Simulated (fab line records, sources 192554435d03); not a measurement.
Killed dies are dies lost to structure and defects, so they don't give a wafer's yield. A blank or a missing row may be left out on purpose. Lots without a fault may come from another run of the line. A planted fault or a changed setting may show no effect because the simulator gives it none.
Chamber matching | flow n5_finfet | N5_BEOL_M5_CO_CAP_78 on cvd_co-02: 3 sister chambers
The step material Co, precursor CCTBA/H2, target thk 2 nm, time 102.1 s. 27 wafers are shown with their chamber, then 12 later ones without.

WAFERS WITH THEIR CHAMBER
wafer  | chamber | heater_power_w (W)
L074.1 | 1       | 193
L074.2 | 0       | 239
L074.3 | 2       | 233
L074.4 | 2       | 235
L074.5 | 1       | 198
L074.6 | 0       | 237
L075.2 | 0       | 244
L075.3 | 2       | 235
L075.4 | 1       | 194
L078.1 | 1       | 201
L078.2 | 2       | 235
L078.4 | 1       | 195
L079.2 | 1       | 197
L079.3 | 2       | 237
L079.5 | 0       | 238
L080.1 | 0       | 235
L080.5 | 1       | 196
L080.6 | 0       | 242
L083.1 | 0       | 248
L083.2 | 2       | 235
L083.3 | 1       | 195
L083.4 | 2       | 239
L083.5 | 1       | 191
L083.6 | 0       | 237
L092.1 | 1       | 193
L092.3 | 2       | 237
L092.6 | 1       | 196

SIGNATURES (means of the wafers above)
reading        | chamber 0 | chamber 1 | chamber 2 | scatter within a chamber
heater_power_w | 240.00    | 195.36    | 235.75    | 3.1
Rule: a wafer's distance from a chamber is the root of the sum, over the readings, of the square of ((its reading less the chamber's mean) divided by the reading's scatter). The wafer belongs to the nearest chamber; if the next one is less than 2 further off, it can't be placed. The scatter: the root of (the sum of the squares of (reading less its chamber's mean) over the shown wafers, divided by (wafers less chambers)).

WAFERS WITHOUT THEIR CHAMBER
wafer  | heater_power_w (W)
L091.1 | 198
L091.2 | 234
L091.3 | 235
L091.4 | 194
L091.5 | 235
L091.6 | 238
L096.1 | 234
L096.2 | 239
L096.6 | 197
L097.1 | 239
L097.3 | 239
L097.5 | 241

WHICH CHAMBER EACH WENT THROUGH
wafer  | from the rows above     | in truth
L091.1 | 1                       | 1
L091.2 | can't be placed: 2 or 0 | 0
L091.3 | can't be placed: 2 or 0 | 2
L091.4 | 1                       | 1
L091.5 | can't be placed: 2 or 0 | 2
L091.6 | can't be placed: 0 or 2 | 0
L096.1 | can't be placed: 2 or 0 | 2
L096.2 | can't be placed: 0 or 2 | 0
L096.6 | 1                       | 1
L097.1 | can't be placed: 0 or 2 | 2
L097.3 | can't be placed: 0 or 2 | 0
L097.5 | can't be placed: 0 or 2 | 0
Placed correctly: 3 of 12. Can't be placed from these rows: 9 (the true chamber is among the candidates in 9). Placed wrongly: 0.
